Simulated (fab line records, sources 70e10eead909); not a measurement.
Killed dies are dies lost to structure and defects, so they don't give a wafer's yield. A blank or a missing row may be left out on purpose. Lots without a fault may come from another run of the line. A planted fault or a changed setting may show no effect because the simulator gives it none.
fab line records | flow nand_harc
record lots=24 wafers=72 last_day=25
route steps=1159 shown A_SGD_CUT@765 A_WL_FILL@809 A_CONTACT@843
lots that met no fault: from a run of the same line without faults
start_h: hours from the record's first day to the start of the lot's first wafer shown | wait_h: hours since the lot's step before | " the same as in the row above | L1.1+2: a row that stands for several wafers | - no value, or no start given | * or withheld: withheld | < > ~ a bound
route shown NAME@n: a module of which the file shows steps, and the number in the route of the first | usual: mean/standard deviation of fault-free wafers | same: alike in all rows | chamber/n: place in a boat | sites: the reading at each site | _std_site: their standard deviation | _edge_site: outer sites' mean less inner sites' | radius_mm: how far each site lies from the wafer's centre | mask NAME#n: copy n | behind: the tool/chamber that last shaped the wafer | hold: why the lot was held/for how many hours/how that ended | device: the transistor (n, p or np) that didn't switch | end of line: the same wafers' tests at the end of the route | a step without rows: its recipe alone | killed: dies lost to structure and defects at the first sort, not the wafer's yield | map: a wafer's dies, x killed, . not, _ none there
set.NAME: the setting as run; set.NAME@STEP: as run at that earlier step | model.NAME: the simulator's own value behind a step, which no gauge read
steps of the route over a sample of lots; a table a step, a row a wafer
services: from which hour (start_h, from the record's first day; less than 0 if before it) a tool's chamber was out of use, for how many hours, and why
## steps
# step NHARC_A_SGD_CUT_ETCH_16
# recipe target_depth_a=3105 time_s=155.2 c4f8_flow_sccm=withheld o2_flow_sccm=8 ar_flow_sccm=withheld rf_w=600 bias_w=800 chemistry=C4F8/O2/Ar
# usual oes_product_au=0.974/0.016 rf_vpp_V=725/4.8
# columns lot.wafer tool chamber start_h wait_h oes_product_au rf_hours_counter_h rf_vpp_V
L074.4 rie_diel-11 0 - - 0.945 9 727
L074.1 " 2 " " 0.963 11 729
L074.3 " 3 " " 0.960 10 730
L075.1 rie_diel-05 3 - - 0.966 9 717
L075.5 " 1 " " 0.973 - 726
L075.4 " 3 " " 0.968 - 716
L076.2 rie_diel-11 0 - - 0.980 11 728
L076.3 " 3 " " 0.990 12 731
L076.5 " 1 " " 0.980 - 720
L077.1 rie_diel-05 0 - - 0.960 11 725
L077.2 " 1 " " 0.983 11 725
L077.3 " 3 " " 0.987 10 718
L078.1 rie_diel-08 3 - - 0.987 2 723
L078.5 " 3 " " 0.993 - 724
L078.6 " 0 " " 0.967 - 730
L079.3 rie_diel-11 1 - - 0.961 15 720
L079.1 " 2 " " 0.969 14 729
L079.2 " 3 " " 0.999 14 729
L081.2 rie_diel-08 3 - - 0.990 4 722
L081.6 " 1 " " 0.950 - 730
L081.5 " 2 " " 0.989 - 719
L082.4 rie_diel-05 3 - - 0.972 1 717
L082.1 " 1 " " 0.964 1 724
L082.6 " 3 " " 0.958 - 716
L080.3 rie_diel-08 0 - - 0.963 4 730
L080.4 " 1 " " 0.959 4 730
L080.6 " 0 " " 0.965 - 730
L083.1 rie_diel-08 0 - - 0.950 5 731
L083.3 " 3 " " 0.960 5 724
L083.6 " 3 " " 0.958 - 723
L084.4 rie_diel-11 1 - - 0.974 17 719
L084.3 " 2 " " 0.982 17 730
L084.2 " 3 " " 0.997 17 730
L088.2 rie_diel-08 3 - - 0.996 8 723
L088.4 " 0 " " 0.975 7 732
L088.5 " 2 " " 0.982 - 720
L087.4 rie_diel-11 3 - - 1.003 0 730
L087.2 " 0 " " 0.987 0 728
L087.5 " 2 " " 0.995 - 730
L086.4 rie_diel-05 0 - - 0.970 3 725
L086.3 " 1 " " 0.984 3 725
L086.5 " 2 " " 0.993 - 732
L085.3 rie_diel-05 3 - - 0.963 4 716
L085.6 " 3 " " 0.968 - 717
L085.5 " 0 " " 0.971 - 725
L091.2 rie_diel-05 1 - - 0.952 4 726
L091.5 " 0 " " 0.937 - 724
L091.6 " 1 " " 0.941 - 726
L090.4 rie_diel-08 1 - - 0.973 10 730
L090.3 " 3 " " 0.978 10 724
L090.5 " 1 " " 0.967 - 729
L089.1 rie_diel-08 0 - - 0.983 10 731
L089.5 " 0 " " 0.985 - 731
L089.6 " 1 " " 0.984 - 730
L092.1 rie_diel-08 2 - - 0.991 10 720
L092.5 " 3 " " 0.965 - 724
L092.6 " 0 " " 0.952 - 730
L093.2 rie_diel-11 3 - - 0.992 4 729
L093.3 " 0 " " 0.955 4 727
L093.6 " 3 " " 0.983 - 728
L094.4 rie_diel-08 1 - - 0.989 12 729
L094.1 " 2 " " 0.997 11 720
L094.6 " 1 " " 0.975 - 729
L096.1 rie_diel-11 1 - - 0.996 5 719
L096.4 " 2 " " 0.988 6 730
L096.2 " 3 " " 0.981 5 728
L095.3 rie_diel-05 0 - - 0.969 7 725
L095.6 " 0 " " 0.981 - 726
L095.5 " 1 " " 0.967 - 725
L097.4 rie_diel-05 3 - - 0.947 8 718
L097.3 " 0 " " 0.961 8 723
L097.2 " 1 " " 0.979 8 724
# step NHARC_A_SGD_CUT_CMP_21
# recipe target_thk_nm=148.19
# usual motor_current_A=12.0/1.8 time_to_endpoint_s=50.3/2.9
# columns lot.wafer tool chamber start_h wait_h motor_current_A time_to_endpoint_s
L074.4 cmp-02 0 303.14 0.5 12.0 49.5
L074.3 " 1 " " 12.6 47.5
L074.1 " 3 " " 16.4 54.2
L075.4 cmp-02 1 321.46 0.4 13.3 48.3
L075.1 " 3 " " 16.1 51.5
L075.5 " 0 " " 10.9 47.5
L076.3 cmp-04 0 321.47 0.4 11.7 52.2
L076.2 " 1 " " 10.6 51.5
L076.5 " 0 " " 11.6 53.9
L077.2 cmp-04 1 330.42 0.4 10.3 46.7
L077.3 " 3 " " 10.2 51.1
L077.1 " 0 " " 11.3 51.2
L078.1 cmp-02 3 330.47 0.4 16.1 53.3
L078.5 " 1 " " 12.6 48.2
L078.6 " 2 " " 11.6 48.8
L079.3 cmp-02 0 346.03 0.4 11.3 53.2
L079.1 " 2 " " 12.0 49.8
L079.2 " 3 " " 15.3 56.1
L082.1 cmp-02 0 358.27 0.4 11.2 49.8
L082.4 " 2 " " 11.8 50.7
L082.6 " 0 " " 11.8 52.4
L081.2 cmp-04 3 358.29 0.4 10.3 48.3
L081.5 " 2 " " 11.2 49.7
L081.6 " 3 " " 10.4 48.3
L080.4 cmp-02 2 364.00 0.4 12.4 50.5
L080.3 " 3 " " 15.5 54.7
L080.6 " 2 " " 12.2 50.3
L084.4 cmp-02 1 369.79 0.4 13.1 49.0
L084.3 " 2 " " 12.1 52.0
L084.2 " 0 " " 11.3 52.9
L083.3 cmp-01 2 369.81 0.4 11.2 53.5
L083.1 " 0 " " 11.2 48.9
L083.6 " 2 " " 11.1 52.8
L088.4 cmp-01 0 385.89 0.4 11.5 45.1
L088.2 " 1 " " 11.0 45.6
L088.5 " 0 " " 11.8 47.2
L087.2 cmp-04 1 385.89 0.4 10.4 47.6
L087.4 " 0 " " 11.7 54.2
L087.5 " 1 " " 10.0 48.3
L086.3 cmp-04 3 391.89 0.4 10.9 51.4
L086.4 " 1 " " 10.3 51.0
L086.5 " 0 " " 11.8 55.4
L085.3 cmp-01 2 397.91 0.4 11.1 50.0
L085.5 " 0 " " 10.6 46.8
L085.6 " 1 " " 10.7 47.9
L090.4 cmp-02 1 407.22 0.4 12.6 52.7
L090.3 " 3 " " 16.1 55.1
L090.5 " 1 " " 13.0 51.1
L089.1 cmp-04 0 407.29 0.4 11.4 50.4
L089.5 " 1 " " 10.4 45.0
L089.6 " 2 " " 10.7 44.2
L091.2 cmp-01 1 407.30 0.4 10.8 49.5
L091.6 " 2 " " 10.2 49.7
L091.5 " 3 " " 12.9 50.0
L092.1 cmp-02 2 411.13 0.4 11.7 42.9
L092.6 " 0 " " 11.9 49.8
L092.5 " 1 " " 13.6 45.4
L093.3 cmp-02 3 428.49 0.4 16.3 57.5
L093.2 " 0 " " 11.5 51.0
L093.6 " 3 " " 16.4 56.0
L094.1 cmp-04 2 428.54 0.4 11.0 47.6
L094.4 " 3 " " 10.0 48.6
L094.6 " 1 " " 9.6 44.9
L096.1 cmp-02 2 435.17 0.4 11.8 51.7
L096.4 " 0 " " 11.4 54.3
L096.2 " 1 " " 13.4 52.5
L095.3 cmp-04 1 435.24 0.4 9.7 45.5
L095.6 " 2 " " 10.4 48.2
L095.5 " 3 " " 9.7 46.1
L097.3 cmp-02 3 457.44 0.4 15.7 53.6
L097.2 " 0 " " 11.1 49.7
L097.4 " 1 " " 13.5 46.1
# step NHARC_A_WL_FILL_ALD_00
# recipe target_thk_a=30 pulse_time_s=3 ald_cycles=30 temp_c=300 material=Al2O3
# usual heater_power_w=446/43 precursor_pulse_height_rel=0.998/0.019
# columns lot.wafer tool chamber start_h wait_h heater_power_w precursor_pulse_height_rel
L074.1 ald_hk-02 1 325.25 2.2 486 1.012
L074.4 " 2 " " 441 1.014
L074.3 " 3 " " 409 0.957
L075.4 ald_hk-04 0 337.30 0.1 437 0.992
L075.1 " 3 " " 483 1.017
L075.5 " 1 " " 454 0.992
L076.2 ald_hk-03 3 337.32 0.1 497 0.961
L076.3 " 0 " " 480 1.028
L076.5 " 3 " " 506 1.004
L077.2 ald_hk-04 2 348.56 0.1 434 1.017
L077.3 " 3 " " 496 0.979
L077.1 " 1 " " 452 1.011
L078.1 ald_hk-03 3 348.61 0.1 497 0.964
L078.6 " 1 " " 395 1.001
L078.5 " 2 " " 449 1.005
L079.3 ald_hk-02 3 361.62 0.1 425 1.003
L079.1 " 0 " " 356 0.985
L079.2 " 1 " " 491 1.005
L081.2 ald_hk-02 1 378.36 2.1 480 1.049
L081.5 " 1 " " 506 1.006
L081.6 " 2 " " 450 0.989
L082.1 ald_hk-03 0 378.47 2.2 475 0.998
L082.4 " 1 " " 395 1.022
L082.6 " 2 " " 454 0.984
L080.3 ald_hk-02 3 380.30 0.1 418 0.990
L080.4 " 1 " " 506 0.999
L080.6 " 0 " " 355 0.994
L083.3 ald_hk-03 1 384.91 0.1 391 0.993
L083.1 " 2 " " 452 1.015
L083.6 " 2 " " 459 1.019
L084.4 ald_hk-02 3 384.94 0.1 413 0.993
L084.3 " 0 " " 368 0.978
L084.2 " 2 " " 447 1.000
L088.4 ald_hk-04 1 401.09 0.1 451 0.964
L088.2 " 3 " " 496 1.023
L088.5 " 1 " " 443 0.998
L087.4 ald_hk-02 3 401.20 0.2 420 0.999
L087.2 " 0 " " 358 0.998
L087.5 " 2 " " 449 0.983
L086.3 ald_hk-04 1 408.93 1.9 465 1.003
L086.4 " 2 " " 432 1.029
L086.5 " 1 " " 448 0.975
L085.3 ald_hk-02 0 413.69 0.1 368 0.977
L085.6 " 0 " " 357 1.007
L085.5 " 1 " " 499 0.993
L089.1 ald_hk-03 2 422.46 0.1 451 1.024
L089.6 " 3 " " 504 0.967
L089.5 " 0 " " 488 0.998
L090.4 ald_hk-03 2 422.57 0.3 452 1.013
L090.3 " 3 " " 526 0.971
L090.5 " 2 " " 468 0.986
L091.2 ald_hk-03 1 422.71 0.4 395 0.966
L091.6 " 1 " " 389 1.010
L091.5 " 2 " " 444 0.980
L092.1 ald_hk-03 1 430.33 0.1 401 1.004
L092.6 " 2 " " 456 1.004
L092.5 " 3 " " 506 1.003
L094.4 ald_hk-04 1 446.32 0.1 461 0.972
L094.1 " 2 " " 444 0.965
L094.6 " 0 " " 414 0.997
L093.2 ald_hk-04 1 446.46 0.2 440 0.979
L093.3 " 0 " " 410 0.996
L093.6 " 2 " " 435 0.987
L096.2 ald_hk-03 3 452.92 0.1 504 1.007
L096.4 " 0 " " 486 1.021
L096.1 " 1 " " 391 1.000
L095.3 ald_hk-04 0 452.93 0.1 414 1.018
L095.5 " 3 " " 480 1.011
L095.6 " 0 " " 416 1.005
L097.4 ald_hk-04 1 474.56 0.2 458 1.023
L097.3 " 3 " " 494 0.975
L097.2 " 0 " " 413 1.002
# step NHARC_A_CONTACT_DEP_29
# recipe target_thk_a=700 target_thk_nm=70 temp_c=400 pressure_torr=3.5 flow_sccm=200 rf_w=350 material=SiON
# usual heater_power_w=713/92
# columns lot.wafer tool chamber start_h wait_h heater_power_w
L074.3 pecvd-01 0 367.42 1.1 718
L074.1 " 1 " " 752
L074.4 " 1 " " 772
L076.3 pecvd-03 1 377.67 1.1 780
L076.2 " 2 " " 844
L076.5 " 2 " " 843
L075.1 pecvd-02 2 380.55 1.9 672
L075.4 " 1 " " 675
L075.5 " 2 " " 682
L077.3 pecvd-02 0 396.94 1.3 638
L077.2 " 1 " " 679
L077.1 " 2 " " 567
L079.1 pecvd-01 0 399.38 1.8 798
L079.2 " 1 " " 701
L079.3 " 2 " " 554
L078.1 pecvd-01 1 401.63 1.9 761
L078.6 " 2 " " 601
L078.5 " 0 " " 843
L082.1 pecvd-01 0 414.54 1.9 731
L082.6 " 1 " " 739
L082.4 " 2 " " 620
L081.2 pecvd-02 0 417.96 1.5 649
L081.6 " 1 " " 731
L081.5 " 2 " " 598
L080.3 pecvd-02 2 421.12 1.2 657
L080.6 " 2 " " 662
L080.4 " 0 " " 673
L083.3 pecvd-02 1 424.96 1.1 676
L083.1 " 0 " " 690
L083.6 " 1 " " 675
L084.2 pecvd-02 0 427.78 1.5 678
L084.3 " 2 " " 694
L084.4 " 1 " " 785
L087.2 pecvd-02 2 437.94 1.5 654
L087.4 " 1 " " 809
L087.5 " 2 " " 660
L088.2 pecvd-01 1 438.05 1.5 800
L088.4 " 1 " " 820
L088.5 " 0 " " 757
L086.3 pecvd-02 0 443.04 1.2 706
L086.4 " 2 " " 673
L086.5 " 0 " " 691
L085.3 pecvd-02 2 445.09 1.2 682
L085.6 " 1 " " 782
L085.5 " 2 " " 682
L089.1 pecvd-03 2 451.97 1.9 822
L089.6 " 1 " " 709
L089.5 " 2 " " 866
L091.2 pecvd-03 0 456.61 1.5 933
L091.5 " 0 " " 943
L091.6 " 1 " " 766
L090.3 pecvd-03 1 456.93 1.2 732
L090.4 " 0 " " 900
L090.5 " 1 " " 768
L092.1 pecvd-02 1 468.14 1.9 719
L092.5 " 0 " " 599
L092.6 " 1 " " 727
L093.2 pecvd-02 1 480.68 1.6 701
L093.3 " 2 " " 664
L093.6 " 0 " " 684
L094.1 pecvd-02 0 481.37 1.9 683
L094.6 " 1 " " 701
L094.4 " 0 " " 677
L095.3 pecvd-01 2 485.00 1.1 583
L095.5 " 2 " " 559
L095.6 " 1 " " 776
L096.2 pecvd-01 1 486.76 1.5 763
L096.1 " 0 " " 826
L096.4 " 2 " " 558
L097.3 pecvd-01 2 516.42 1.3 559
L097.2 " 0 " " 750
L097.4 " 1 " " 703
# step NHARC_A_CONTACT_DESCUM_47
# recipe time_s=3 o2_flow_sccm=200 ar_flow_sccm=0 bias_power_w=0 chemistry=O2
# usual drypump_motor_current_A=5.7/0.51 oes_product_au=1.001/0.0085 rf_vpp_V=57.6/0.93 showerhead_plenum_p_Torr=1.89/0.099 throttle_valve_pct=11.310/0.0092
# columns lot.wafer tool chamber start_h wait_h drypump_motor_current_A oes_product_au rf_hours_counter_h rf_vpp_V showerhead_plenum_p_Torr throttle_valve_pct
L074.4 rie_diel-01 2 368.33 0.1 5.3 1.009 6 58.8 1.80 11.307
L074.3 " 3 " " 5.8 1.008 6 57.5 1.79 11.314
L074.1 " 0 " " 4.8 1.004 6 58.2 2.00 11.305
L076.3 rie_diel-13 3 378.44 0.1 5.5 0.994 34 57.6 2.04 11.321
L076.2 " 0 " " 5.3 0.998 35 56.5 1.80 11.313
L076.5 " 1 " " 6.3 0.997 - 57.4 1.88 11.316
L075.1 rie_diel-13 2 381.31 0.1 5.8 1.004 37 58.7 1.86 11.311
L075.4 " 3 " " 5.5 0.982 36 58.2 2.04 11.297
L075.5 " 1 " " 6.3 1.007 - 56.2 1.88 11.303
L077.3 rie_diel-13 1 397.84 0.1 6.3 1.006 43 58.3 1.88 11.312
L077.2 " 3 " " 5.4 0.993 42 57.9 2.04 11.310
L077.1 " 0 " " 5.3 1.007 44 55.7 1.80 11.303
L079.1 rie_diel-13 3 400.17 0.1 5.4 0.985 43 58.1 2.04 11.312
L079.3 " 1 " " 6.3 0.996 44 58.4 1.88 11.293
L079.2 " 2 " " 5.8 0.998 45 57.5 1.86 11.314
L078.1 rie_diel-04 0 402.39 0.1 5.8 0.983 44 56.1 1.78 11.285
L078.6 " 2 " " 6.3 0.997 - 58.8 2.06 11.322
L078.5 " 3 " " 6.1 1.001 - 57.8 1.81 11.310
L082.1 rie_diel-04 3 415.47 0.1 6.1 1.006 38 55.3 1.81 11.320
L082.4 " 1 " " 6.6 1.015 - 57.8 1.90 11.311
L082.6 " 2 " " 6.3 0.998 - 59.1 2.06 11.310
L081.2 rie_diel-13 0 418.91 0.1 5.3 1.004 51 58.1 1.80 11.320
L081.6 " 1 " " 6.3 1.002 - 59.0 1.87 11.302
L081.5 " 3 " " 5.4 0.993 - 57.7 2.04 11.319
L080.3 rie_diel-01 1 422.01 0.1 5.1 1.004 15 56.6 1.84 11.316
L080.4 " 0 " " 4.8 0.999 14 58.0 2.00 11.321
L080.6 " 1 " " 5.1 0.989 - 57.6 1.84 11.322
L083.1 rie_diel-13 2 425.75 0.1 5.8 1.002 51 57.3 1.86 11.310
L083.3 " 1 " " 6.3 0.996 53 56.6 1.87 11.296
L083.6 " 3 " " 5.4 1.001 - 58.1 2.04 11.304
L084.3 rie_diel-01 1 428.56 0.1 5.1 1.000 17 56.8 1.84 11.298
L084.4 " 2 " " 5.4 1.004 17 57.5 1.80 11.325
L084.2 " 0 " " 4.9 1.006 16 58.7 2.00 11.301
L087.4 rie_diel-01 2 438.68 0.1 5.4 1.006 21 58.4 1.80 11.311
L087.2 " 0 " " 4.9 0.996 19 58.8 2.00 11.310
L087.5 " 1 " " 5.1 0.995 - 57.2 1.83 11.305
L088.4 rie_diel-04 2 439.01 0.1 6.3 0.994 54 57.7 2.06 11.311
L088.2 " 3 " " 6.1 1.003 46 56.8 1.81 11.297
L088.5 " 3 " " 6.1 1.009 - 57.3 1.81 11.304
L086.3 rie_diel-13 1 443.89 0.1 6.3 1.005 58 57.6 1.87 11.325
L086.4 " 2 " " 5.8 1.005 56 57.3 1.85 11.327
L086.5 " 2 " " 5.8 0.987 - 58.3 1.85 11.328
L085.3 rie_diel-04 1 446.02 0.1 6.5 1.027 62 56.9 1.90 11.302
L085.5 " 3 " " 6.2 1.005 - 58.1 1.81 11.314
L085.6 " 0 " " 5.8 0.999 - 56.9 1.77 11.324
L089.1 rie_diel-01 3 452.70 0.1 5.9 1.002 25 56.5 1.79 11.302
L089.6 " 3 " " 5.8 0.998 - 57.8 1.79 11.302
L089.5 " 0 " " 4.9 0.993 - 58.6 1.99 11.311
L091.2 rie_diel-01 1 457.51 0.1 5.0 0.997 25 56.1 1.83 11.305
L091.5 " 2 " " 5.3 1.003 - 56.8 1.80 11.306
L091.6 " 3 " " 5.8 1.003 - 56.9 1.79 11.316
L090.3 rie_diel-01 0 457.93 0.2 4.9 1.005 24 57.6 1.99 11.311
L090.4 " 3 " " 5.9 1.005 27 56.4 1.79 11.297
L090.5 " 1 " " 5.1 0.986 - 56.2 1.83 11.320
L092.1 rie_diel-01 1 469.06 0.1 5.1 1.005 29 57.2 1.83 11.314
L092.5 " 3 " " 5.9 0.998 - 55.4 1.79 11.307
L092.6 " 0 " " 4.9 1.001 - 57.9 1.99 11.311
L093.2 rie_diel-04 1 481.47 0.1 6.5 1.016 1 59.1 1.90 11.321
L093.3 " 2 " " 6.3 1.000 1 59.3 2.05 11.321
L093.6 " 1 " " 6.5 1.018 - 57.1 1.90 11.311
L094.4 rie_diel-01 1 482.12 0.1 5.1 0.980 32 56.7 1.83 11.296
L094.1 " 2 " " 5.3 0.987 32 57.2 1.79 11.319
L094.6 " 3 " " 5.9 0.998 - 56.9 1.78 11.302
L095.3 rie_diel-13 2 485.88 0.2 5.8 0.999 6 56.4 1.85 11.315
L095.5 " 1 " " 6.3 0.999 - 57.8 1.87 11.306
L095.6 " 2 " " 5.8 1.016 - 58.8 1.85 11.303
L096.4 rie_diel-04 1 487.56 0.1 6.5 1.015 3 57.4 1.89 11.335
L096.2 " 2 " " 6.3 1.006 4 58.0 2.05 11.307
L096.1 " 3 " " 6.2 1.001 3 57.2 1.80 11.329
L097.2 rie_diel-04 0 517.30 0.1 5.8 1.005 15 59.3 2.07 11.315
L097.4 " 2 " " 6.3 1.001 16 59.2 2.05 11.311
L097.3 " 3 " " 6.1 1.011 16 58.0 1.80 11.316
# step NHARC_A_CONTACT_ETCH_114
# recipe source_w=withheld pressure_mtorr=20 bias_v=3000 time_s=94 target_depth_a=9220 ar_flow_sccm=withheld c4f8_flow_sccm=withheld o2_flow_sccm=withheld chemistry=C4F8/O2/Ar
# columns lot.wafer tool chamber start_h wait_h rf_hours_counter_h
L074.1 har_cap_etch-01 1 370.51 0.1 55
L074.3 " 0 " " -
L074.4 " 1 " " -
L076.2 har_cap_etch-03 0 380.08 0.1 80
L076.3 " 1 " " -
L076.5 " 0 " " -
L075.1 har_cap_etch-03 1 382.94 0.1 82
L075.4 " 0 " " -
L075.5 " 1 " " -
L077.1 har_cap_etch-02 0 399.48 0.1 13
L077.2 " 1 " " 13
L077.3 " 1 " " -
L079.2 har_cap_etch-01 0 401.90 0.1 60
L079.1 " 1 " " 60
L079.3 " 0 " " -
L078.1 har_cap_etch-03 0 404.12 0.1 86
L078.5 " 1 " " -
L078.6 " 0 " " -
L082.1 har_cap_etch-03 1 417.39 0.1 88
L082.4 " 1 " " -
L082.6 " 1 " " -
L081.2 har_cap_etch-02 0 420.77 0.1 16
L081.5 " 0 " " -
L081.6 " 1 " " -
L080.3 har_cap_etch-03 0 423.90 0.1 -
L080.4 " 1 " " -
L080.6 " 1 " " -
L083.1 har_cap_etch-01 1 427.39 0.1 64
L083.3 " 0 " " -
L083.6 " 1 " " -
L084.2 har_cap_etch-02 1 430.20 0.1 19
L084.4 " 1 " " -
L084.3 " 0 " " -
L087.2 har_cap_etch-01 1 440.31 0.1 67
L087.4 " 1 " " -
L087.5 " 1 " " -
L088.2 har_cap_etch-02 0 440.72 0.1 22
L088.4 " 0 " " -
L088.5 " 1 " " -
L086.4 har_cap_etch-02 1 445.56 0.1 -
L086.3 " 0 " " -
L086.5 " 0 " " -
L085.3 har_cap_etch-02 0 449.79 0.1 -
L085.5 " 1 " " -
L085.6 " 0 " " -
L089.1 har_cap_etch-03 0 454.34 0.1 96
L089.6 " 0 " " -
L089.5 " 1 " " -
L091.2 har_cap_etch-03 0 459.49 0.1 97
L091.5 " 1 " " -
L091.6 " 0 " " -
L090.3 har_cap_etch-01 0 459.86 0.1 -
L090.4 " 1 " " -
L090.5 " 0 " " -
L092.1 har_cap_etch-02 0 471.08 0.1 30
L092.5 " 1 " " -
L092.6 " 0 " " -
L093.2 har_cap_etch-01 0 483.15 0.1 77
L093.3 " 0 " " -
L093.6 " 0 " " -
L094.1 har_cap_etch-03 1 483.79 0.1 100
L094.4 " 0 " " -
L094.6 " 1 " " -
L095.3 har_cap_etch-01 0 488.04 0.1 -
L095.6 " 0 " " -
L095.5 " 1 " " -
L096.2 har_cap_etch-02 0 489.20 0.1 33
L096.1 " 1 " " 33
L096.4 " 0 " " -
L097.2 har_cap_etch-01 0 519.06 0.1 83
L097.3 " 0 " " -
L097.4 " 1 " " -
## services
# columns tool chamber start_h hours kind
rie_diel-13 - 276.00 9.0 pm
rie_diel-05 0 290.72 6.3 repair
cmp-04 - 301.12 4.0 pm
rie_diel-08 - 301.97 9.0 pm
rie_diel-01 - 314.80 9.0 pm
cmp-02 - 316.17 1.0 repair
cmp-02 - 317.88 1.8 repair
ald_hk-03 - 322.18 10.0 pm
cmp-02 - 324.52 4.0 pm
cmp-02 - 332.73 0.7 repair
pecvd-02 - 334.30 13.0 pm
rie_diel-08 2 360.29 10.5 repair
rie_diel-01 0 391.93 6.4 repair
cmp-02 - 398.80 0.3 repair
cmp-02 - 408.65 0.8 repair
rie_diel-01 0 422.42 2.4 repair
cmp-02 - 422.52 4.0 pm
cmp-02 - 448.72 0.8 repair
cmp-02 - 459.33 1.7 repair
pecvd-02 - 478.08 2.4 repair
rie_diel-08 - 478.97 9.0 pm
cmp-02 - 489.81 2.4 repair
ald_hk-03 - 500.18 10.0 pm
pecvd-02 - 515.54 13.0 pm
## key
fault none
